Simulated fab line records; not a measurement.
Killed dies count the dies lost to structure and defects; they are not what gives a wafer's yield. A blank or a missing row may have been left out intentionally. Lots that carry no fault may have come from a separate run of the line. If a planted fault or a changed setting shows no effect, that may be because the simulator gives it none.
fab line records	flow n5-finfet
[record] lots = 8	wafers = 24	last-day = 17
route steps=1938 shown GATE_CUT@503 MOL_CONTACT_COAG@523 BEOL_M4@1111
lots that met no fault: from a run of the same line without faults
start-h: hours from the record's opening day to when the first of the lot's shown wafers began	wait-h: time in hours since the lot's previous step	" as in the row above	L1.1+2: several wafers, shown together as one row	- value missing, or start not given	* or withheld: withheld	< > ~ a bound
route shown NAME@n: a module of which the file shows steps, and the number in the route of the first	usual: average and standard deviation across the fault-free wafers	same: alike in all rows	chamber/n: place in a boat	sites: each site's reading	_std_site: how widely they spread, as a standard deviation	_edge_site: outer sites' mean less inner sites'	radius-mm: how far each site lies from the wafer's centre	mask NAME#n: copy n	behind: tool/chamber where the wafer was last shaped	hold: why the lot was held/for how many hours/how that ended	device: which transistor (n, p or np) failed to switch	end of line: the same wafers' tests at the end of the route	for a step that has no rows: nothing shown but its recipe	killed: dies that structure and defects cost at the first sort, which is not the same as the wafer's yield	map: a wafer's dies, x killed, . not, _ none there
set.NAME: the setting the step ran with; set.NAME@STEP: the setting that earlier step ran with	model.NAME: the simulator's own value behind a step, which no gauge read
one table for each step of the route and one row for each wafer, over a sample of lots
services: when a tool's chamber went out of use (start-h, in hours from the record's first day, below 0 if earlier), for how many hours, and the reason
[[steps]]
[step N5_GATE_CUT_ETCH_47]
[recipe] chemistry = Cl2/BCl3	target = SiO2	target-depth-a = 100	pressure-mtorr = 10	icp-w = 1000	bias-w = 126	Cl2_flow_sccm = 53.25	bcl3-flow-sccm = 21.75	Ar_flow_sccm = 25
[usual] bcl3-flow-sccm = 21.75/0.076	drypump-motor-current-A = 6.0/0.45	oes-product-au = 0.79/0.093	rf-fwd-power-W = 981/4.5	throttle-valve-pct = 22.81/0.2
lot.wafer	tool	chamber	start-h	wait-h	bcl3-flow-sccm	drypump-motor-current-A	oes-product-au	rf-fwd-power-W	rf-hours-counter-h	throttle-valve-pct
L187.1	rie-metal-01	1	84.26	0.0	21.77	5.6	0.84	992	20	22.76
L187.5	"	1	"	"	21.71	5.6	0.85	987	-	22.74
L187.6	"	0	"	"	21.77	6.1	0.67	978	-	22.95
L188.1	rie-metal-01	1	89.84	0.0	21.79	5.6	0.84	990	21	22.76
L188.2	"	0	"	"	21.70	6.0	0.67	980	91	22.96
L188.4	"	0	"	"	21.77	6.0	0.67	976	-	22.94
L189.4	rie-metal-02	1	101.30	0.0	21.67	6.5	0.83	981	-	22.45
L189.5	"	0	"	"	21.67	6.6	0.84	975	-	22.98
L189.6	"	1	"	"	21.80	6.5	0.82	983	-	22.46
L196.1	rie-metal-03	0	137.76	0.1	21.76	6.2	0.78	979	35	22.70
L196.2	"	0	"	"	21.62	6.2	0.78	982	-	22.70
L196.6	"	0	"	"	21.75	6.2	0.79	984	-	22.71
L200.3	rie-metal-03	1	161.59	0.0	21.70	5.3	0.96	980	-	22.89
L200.5	"	0	"	"	21.58	6.2	0.77	975	-	22.72
L200.6	"	1	"	"	21.80	5.3	0.96	981	-	22.89
L204.3	rie-metal-03	0	189.05	0.0	21.64	6.2	0.77	982	-	22.71
L204.4	"	1	"	"	21.68	5.3	0.95	983	-	22.90
L204.6	"	1	"	"	21.82	5.3	0.95	982	-	22.90
L209.1	rie-metal-01	0	220.17	0.0	21.81	6.0	0.65	977	99	22.97
L209.3	"	1	"	"	21.78	5.6	0.81	985	-	22.78
L209.5	"	0	"	"	21.75	6.0	0.66	979	-	22.97
L210.3	rie-metal-01	1	224.17	0.0	21.77	5.6	0.80	984	-	22.78
L210.4	"	0	"	"	21.58	6.1	0.65	977	-	22.98
L210.6	"	0	"	"	21.71	6.0	0.65	978	-	22.97
[step N5_MOL_CONTACT_COAG_EXPOSE_05]
[recipe] mask-id = CA	na = 0.33	source-shape = annular	sigma-inner = 0.4	sigma-outer = 0.8	polarization = unpolarized	defocus-nm = 0	dose-mj = 38.25
[usual] exposure-dose-mJ-cm2 = 38.22/0.044
lot.wafer	tool	chamber	start-h	wait-h	mask	exposure-dose-mJ-cm2
L187.1	euv-scanner-01	0	87.25	-	CA#0	38.26
L187.5	"	0	"	"	CA#0	38.34
L187.6	"	0	"	"	CA#0	38.32
L188.1	euv-scanner-01	0	93.09	-	CA#0	38.28
L188.2	"	0	"	"	CA#0	38.29
L188.4	"	0	"	"	CA#0	38.28
L189.4	euv-scanner-02	0	104.42	-	CA#0	38.19
L189.5	"	0	"	"	CA#0	38.16
L189.6	"	0	"	"	CA#0	38.19
L196.1	euv-scanner-01	0	140.86	-	CA#0	40.54
L196.2	"	0	"	"	CA#0	40.61
L196.6	"	0	"	"	CA#0	40.57
L200.3	euv-scanner-01	0	164.84	-	CA#0	40.16
L200.5	"	0	"	"	CA#0	40.14
L200.6	"	0	"	"	CA#0	40.07
L204.3	euv-scanner-02	0	195.78	-	CA#0	38.17
L204.4	"	0	"	"	CA#0	38.18
L204.6	"	0	"	"	CA#0	38.21
L209.1	euv-scanner-02	0	223.29	-	CA#0	38.18
L209.3	"	0	"	"	CA#0	38.21
L209.5	"	0	"	"	CA#0	38.20
L210.3	euv-scanner-02	0	227.16	-	CA#0	38.19
L210.4	"	0	"	"	CA#0	38.19
L210.6	"	0	"	"	CA#0	38.15
[step N5_MOL_CONTACT_COAG_CD_MEAS_08]
[recipe] target-cd-nm = 28	landing-energy-ev = 500	detector = se-inlens	polarity = opening
[usual] cd-nm = 28.02/0.26
[same] landing-energy-ev = 500
lot.wafer	tool	chamber	start-h	wait-h	cd-nm
L187.1	cd-sem-03	0	87.38	-	27.84
L187.5	"	0	"	"	27.92
L187.6	"	0	"	"	27.99
L188.1	cd-sem-02	0	93.22	-	28.02
L188.2	"	0	"	"	28.10
L188.4	"	0	"	"	28.40
L189.4	cd-sem-02	0	104.54	-	27.43
L189.5	"	0	"	"	27.54
L189.6	"	0	"	"	28.32
L196.1	cd-sem-02	0	140.99	-	29.42
L196.2	"	0	"	"	29.22
L196.6	"	0	"	"	29.28
L200.3	cd-sem-03	0	164.96	-	28.97
L200.5	"	0	"	"	29.36
L200.6	"	0	"	"	29.01
L204.3	cd-sem-02	0	195.90	-	28.22
L204.4	"	0	"	"	28.15
L204.6	"	0	"	"	28.18
L209.1	cd-sem-01	0	223.42	-	27.76
L209.3	"	0	"	"	28.17
L209.5	"	0	"	"	27.65
L210.3	cd-sem-01	0	227.28	-	27.90
L210.4	"	0	"	"	28.09
L210.6	"	0	"	"	28.16
[step N5_MOL_CONTACT_COAG_OVL_MEAS_09]
[recipe] points-per-wafer = 522
[usual] CA_OVL = -0.2/0.59
lot.wafer	tool	chamber	start-h	wait-h	CA_OVL[nm]
L187.1	overlay-01	0	87.41	0.0	0.9
L187.5	"	0	"	"	0.0
L187.6	"	0	"	"	0.0
L188.1	overlay-02	0	93.25	0.0	-0.6
L188.2	"	0	"	"	0.0
L188.4	"	0	"	"	-0.3
L189.4	overlay-01	0	104.58	0.0	-0.7
L189.5	"	0	"	"	-0.9
L189.6	"	0	"	"	-0.9
L196.1	overlay-01	0	141.02	0.0	0.3
L196.2	"	0	"	"	0.3
L196.6	"	0	"	"	0.3
L200.3	overlay-01	0	165.00	0.0	-0.9
L200.5	"	0	"	"	0.4
L200.6	"	0	"	"	-0.1
L204.3	overlay-01	0	195.94	0.0	-0.4
L204.4	"	0	"	"	0.0
L204.6	"	0	"	"	0.2
L209.1	overlay-01	0	223.45	0.0	0.0
L209.3	"	0	"	"	-0.4
L209.5	"	0	"	"	-0.8
L210.3	overlay-01	0	227.32	0.0	0.2
L210.4	"	0	"	"	0.0
L210.6	"	0	"	"	-0.7
[step N5_MOL_CONTACT_COAG_ETCH_105]
[recipe] chemistry = CF4	target = SiARC	target-depth-a = 156	mask-material = CAR-EUV	time-s = 26	ion-energy-ev = 80	pressure-mtorr = 40	source-w = 545	bias-w = 36	Ar_flow_sccm = 100	cf4-flow-sccm = 100	ends = cleared
[usual] drypump-motor-current-A = 5.4/0.43	etch-rf-on-time-s = 25.9/0.42	oes-product-au = 0.70/0.084	rf-fwd-power-W = 531.4/1.7	rf-vpp-V = 184.3/1	showerhead-plenum-p-Torr = 2.16/0.052	throttle-valve-pct = 15.74/0.2
lot.wafer	tool	chamber	start-h	wait-h	drypump-motor-current-A	etch-rf-on-time-s	oes-product-au	rf-fwd-power-W	rf-hours-counter-h	rf-vpp-V	showerhead-plenum-p-Torr	throttle-valve-pct
L187.1	rie-diel-02	2	88.08	0.0	5.0	26.0	0.64	533.7	145	183.2	2.06	15.87
L187.5	"	1	"	"	5.3	26.4	0.58	533.6	-	184.4	2.11	15.80
L187.6	"	0	"	"	5.6	26.6	0.66	528.6	-	184.6	2.15	15.84
L188.1	rie-diel-04	1	93.40	0.0	4.8	26.4	0.60	532.5	203	183.5	2.13	15.86
L188.2	"	2	"	"	5.6	26.5	0.59	530.4	243	184.6	2.19	16.16
L188.4	"	3	"	"	5.4	25.7	0.74	530.4	55	186.7	2.17	15.61
L189.4	rie-diel-04	0	104.71	0.0	5.5	25.3	0.83	535.8	5	184.9	2.19	15.61
L189.5	"	0	"	"	5.5	25.6	0.84	536.1	-	185.1	2.19	15.60
L189.6	"	1	"	"	4.7	26.4	0.61	529.6	-	185.0	2.13	15.88
L196.1	rie-diel-01	3	141.41	0.0	6.2	25.4	0.72	531.3	82	185.7	2.24	15.87
L196.2	"	1	"	"	6.1	25.7	0.67	531.4	101	183.3	2.08	15.84
L196.6	"	2	"	"	5.6	25.4	0.82	526.1	-	184.2	2.27	15.13
L200.3	rie-diel-01	3	165.13	0.0	6.2	25.6	0.70	531.4	92	183.5	2.24	15.89
L200.5	"	2	"	"	5.6	26.0	0.79	531.5	-	185.2	2.27	15.14
L200.6	"	1	"	"	6.0	25.5	0.67	529.5	-	183.1	2.07	15.86
L204.3	rie-diel-02	1	196.34	0.0	5.3	25.8	0.77	531.9	21	183.6	2.10	15.38
L204.4	"	3	"	"	4.9	26.1	0.62	532.3	167	183.8	2.14	15.67
L204.6	"	3	"	"	4.9	25.9	0.63	530.8	-	183.5	2.14	15.67
L209.1	rie-diel-04	2	224.21	0.0	5.6	25.9	0.75	533.1	35	183.9	2.18	15.75
L209.3	"	1	"	"	4.8	26.7	0.58	532.6	248	181.8	2.11	15.96
L209.5	"	1	"	"	4.7	26.7	0.57	530.9	-	184.0	2.11	15.96
L210.3	rie-diel-04	2	227.45	0.0	5.6	25.9	0.75	531.5	36	185.2	2.18	15.76
L210.4	"	0	"	"	5.5	25.3	0.75	534.0	51	184.6	2.18	15.72
L210.6	"	0	"	"	5.5	25.1	0.75	534.2	-	184.6	2.18	15.72
[step N5_MOL_CONTACT_COAG_CD_MEAS_99]
[recipe] target-cd-nm = 17.2	polarity = opening
[usual] cd-nm = 17.22/0.27
lot.wafer	tool	chamber	start-h	wait-h	cd-nm
L187.1	cd-sem-02	-	88.42	-	17.55
L187.5	"	-	"	"	17.42
L187.6	"	-	"	"	16.88
L188.1	cd-sem-02	-	93.74	-	16.96
L188.2	"	-	"	"	17.23
L188.4	"	-	"	"	17.39
L189.4	cd-sem-01	-	105.06	-	17.41
L189.5	"	-	"	"	17.27
L189.6	"	-	"	"	17.23
L196.1	cd-sem-02	-	141.75	-	18.53
L196.2	"	-	"	"	18.49
L196.6	"	-	"	"	18.34
L200.3	cd-sem-01	-	165.48	-	18.44
L200.5	"	-	"	"	17.70
L200.6	"	-	"	"	18.38
L204.3	cd-sem-02	-	196.68	-	17.14
L204.4	"	-	"	"	17.59
L204.6	"	-	"	"	17.21
L209.1	cd-sem-01	-	224.55	-	17.06
L209.3	"	-	"	"	17.43
L209.5	"	-	"	"	16.99
L210.3	cd-sem-02	-	227.80	-	17.11
L210.4	"	-	"	"	17.08
L210.6	"	-	"	"	16.75
[step N5_BEOL_M4_RC_MEAS_101]
[usual] DIBL_N = 36.4/1.5	DIBL_P = 36.4/1.6	IOFF_N = 0.164/0.025	IOFF_P = 0.214/0.028	ION_N = 675/9.9	ION_P = 463/6.5	RC_DENSE_N = 19.0/0.31	RC_DENSE_P = 23.7/0.42	RC_N = 15.48/0.26	RC_P = 19.3/0.33	SS_N = 71.5/0.5	SS_P = 73.3/0.56	VT_N = 249.2/2.7	VT_P = -250.1/2.8
lot.wafer	tool	chamber	start-h	wait-h	DIBL_N[mV/V]	DIBL_P[mV/V]	IOFF_N[nA/um]	IOFF_P[nA/um]	ION_N[uA/um]	ION_P[uA/um]	RC_DENSE_N[ohm.um]	RC_DENSE_P[ohm.um]	RC_N[ohm.um]	RC_P[ohm.um]	SS_N[mV/dec]	SS_P[mV/dec]	VT_N[mV]	VT_P[mV]
L187.1	prober-02	0	164.19	0.0	36.5	35.4	0.134	0.171	664	453	18.8	23.4	15.24	19.2	71.2	73.7	250.4	-256.0
L187.5	"	0	"	"	37.0	36.7	0.155	0.186	688	458	19.0	24.1	15.66	19.4	70.7	73.7	248.1	-253.7
L187.6	"	0	"	"	37.2	36.3	0.149	0.185	660	451	19.3	24.4	15.88	19.7	70.8	73.2	251.0	-256.5
L188.1	prober-01	0	177.93	0.0	37.4	35.4	0.145	0.213	671	465	19.0	24.1	15.52	19.6	70.9	73.9	251.9	-249.3
L188.2	"	0	"	"	38.5	37.0	0.171	0.250	678	470	19.3	24.2	15.85	19.6	71.7	74.0	249.3	-245.5
L188.4	"	0	"	"	36.1	33.7	0.129	0.190	659	459	19.2	24.1	15.61	19.6	71.3	73.2	254.3	-250.1
L189.4	prober-02	0	180.43	0.5	35.8	37.5	0.165	0.224	677	471	19.4	23.7	15.57	19.4	71.8	73.8	249.6	-249.5
L189.5	"	0	"	"	36.0	37.2	0.168	0.219	682	467	18.8	23.5	15.37	19.1	71.8	73.6	247.4	-249.8
L189.6	"	0	"	"	35.8	36.9	0.166	0.208	687	467	18.5	23.1	15.12	18.9	70.9	73.2	248.3	-250.5
L196.1	prober-01	0	216.73	0.4	38.2	35.8	0.172	0.221	676	460	17.2	21.4	13.99	17.5	72.2	73.0	249.4	-249.3
L196.2	"	0	"	"	38.7	36.1	0.184	0.239	683	471	17.3	21.5	14.11	17.5	72.0	73.4	246.6	-247.6
L196.6	"	0	"	"	38.6	36.6	0.187	0.254	677	466	17.1	21.5	14.02	17.5	71.8	73.6	245.5	-248.3
L200.3	prober-01	0	244.56	0.5	31.7	32.8	0.103	0.155	654	452	18.0	22.5	14.74	18.4	70.7	71.8	256.0	-251.5
L200.5	"	0	"	"	33.6	35.4	0.128	0.193	666	466	17.9	22.2	14.59	18.0	70.8	72.8	252.9	-250.6
L200.6	"	0	"	"	34.8	36.4	0.140	0.198	673	471	17.7	22.0	14.46	17.9	70.8	73.1	250.1	-249.8
L204.3	prober-01	0	272.41	0.3	37.9	38.7	0.222	0.244	696	468	18.4	22.8	15.03	18.5	72.3	73.6	246.7	-248.5
L204.4	"	0	"	"	36.9	37.5	0.207	0.225	697	468	18.8	23.2	15.43	18.8	71.7	74.4	245.8	-249.9
L204.6	"	0	"	"	38.5	39.4	0.247	0.256	703	469	18.4	22.8	15.00	18.6	71.3	74.2	242.5	-246.1
L210.3	prober-02	0	303.39	0.3	37.4	37.1	0.184	0.225	675	464	18.8	23.7	15.36	19.3	71.4	73.8	246.9	-250.5
L210.4	"	0	"	"	36.6	36.1	0.164	0.212	674	457	18.7	23.8	15.40	19.4	71.6	73.7	251.0	-251.4
L210.6	"	0	"	"	37.8	36.8	0.174	0.218	678	459	19.2	24.1	15.63	19.8	71.2	74.1	249.6	-249.9
L209.1	prober-02	0	304.01	0.7	35.5	35.8	0.140	0.200	660	457	18.9	23.7	15.57	19.4	71.3	72.4	250.5	-249.5
L209.3	"	0	"	"	36.0	36.8	0.158	0.221	670	465	18.9	23.6	15.50	19.3	72.0	73.2	249.4	-250.0
L209.5	"	0	"	"	36.3	36.5	0.155	0.216	665	464	19.2	23.9	15.66	19.4	71.7	72.3	251.5	-250.7
[[services]]
tool	chamber	start-h	hours	kind
rie-diel-02	1	60.43	7.0	repair
rie-diel-01	1	63.32	3.7	repair
rie-diel-04	0	66.23	-	clean
euv-scanner-02	-	78.15	1.0	pm
euv-scanner-02	-	79.16	6.2	pm
euv-scanner-02	-	85.85	5.9	repair
rie-metal-02	1	89.67	8.2	repair
euv-scanner-02	-	91.80	4.6	pm
euv-scanner-01	-	97.23	1.0	pm
rie-diel-01	1	105.60	1.4	repair
rie-diel-04	1	120.61	9.8	repair
rie-metal-02	0	123.42	13.7	repair
rie-metal-02	-	128.87	2.8	pm
rie-metal-02	-	132.12	2.2	repair
euv-scanner-02	-	134.30	1.0	pm
rie-metal-01	0	139.66	5.8	repair
rie-metal-01	0	145.57	27.8	repair
rie-metal-01	-	151.98	1.0	repair
euv-scanner-01	-	153.38	1.0	pm
rie-diel-02	0	180.49	4.4	repair
euv-scanner-02	-	189.49	0.5	repair
euv-scanner-02	-	192.56	1.0	pm
euv-scanner-01	-	209.53	1.0	pm
rie-diel-02	-	220.78	2.3	repair
[[key]]
[first-sign] step = N5_MOL_CONTACT_COAG_EXPOSE_05	reading = exposure-dose-mJ-cm2	direction = up	sigmas = 48	usual = 38.22	struck = 40.35
[effect] step = N5_MOL_CONTACT_COAG_CD_MEAS_08	reading = cd-nm	direction = up	sigmas = 4.6	usual = 28.02	struck = 29.21	through = control-loop
[effect] step = N5_MOL_CONTACT_COAG_CD_MEAS_99	reading = cd-nm	direction = up	sigmas = 4.1	usual = 17.22	struck = 18.31	through = control-loop
[effect] step = N5_BEOL_M4_RC_MEAS_101	reading = RC_DENSE_N	direction = down	sigmas = 4.6	usual = 19.0	struck = 17.5
[effect] step = N5_BEOL_M4_RC_MEAS_101	reading = RC_P	direction = down	sigmas = 4.5	usual = 19.3	struck = 17.8
[effect] step = N5_BEOL_M4_RC_MEAS_101	reading = RC_N	direction = down	sigmas = 4.5	usual = 15.48	struck = 14.32
[effect] step = N5_BEOL_M4_RC_MEAS_101	reading = RC_DENSE_P	direction = down	sigmas = 4.4	usual = 23.7	struck = 21.8
met-at N5_MOL_CONTACT_COAG_EXPOSE_05
struck-lots L196,L200
[loop-trim] step = N5_MOL_CONTACT_COAG_EXPOSE_05	setting = dose	lots = L200
not-acting-at N5_GATE_CUT_ETCH_47,N5_MOL_CONTACT_COAG_OVL_MEAS_09,N5_MOL_CONTACT_COAG_ETCH_105
onset-between 93.09 140.86
[fault] kind = process-parameter-drift	tool = euv-scanner-01	chamber = -	onset-h = 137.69	steps = N5_MOL_CONTACT_COAG_EXPOSE_05	channel = dose-mj	offset = 2.3379	shape = step	acts-in = these-recipes-only	stated = 38.25
// loop-trim: a control loop set the setting to another value than it would have without faults
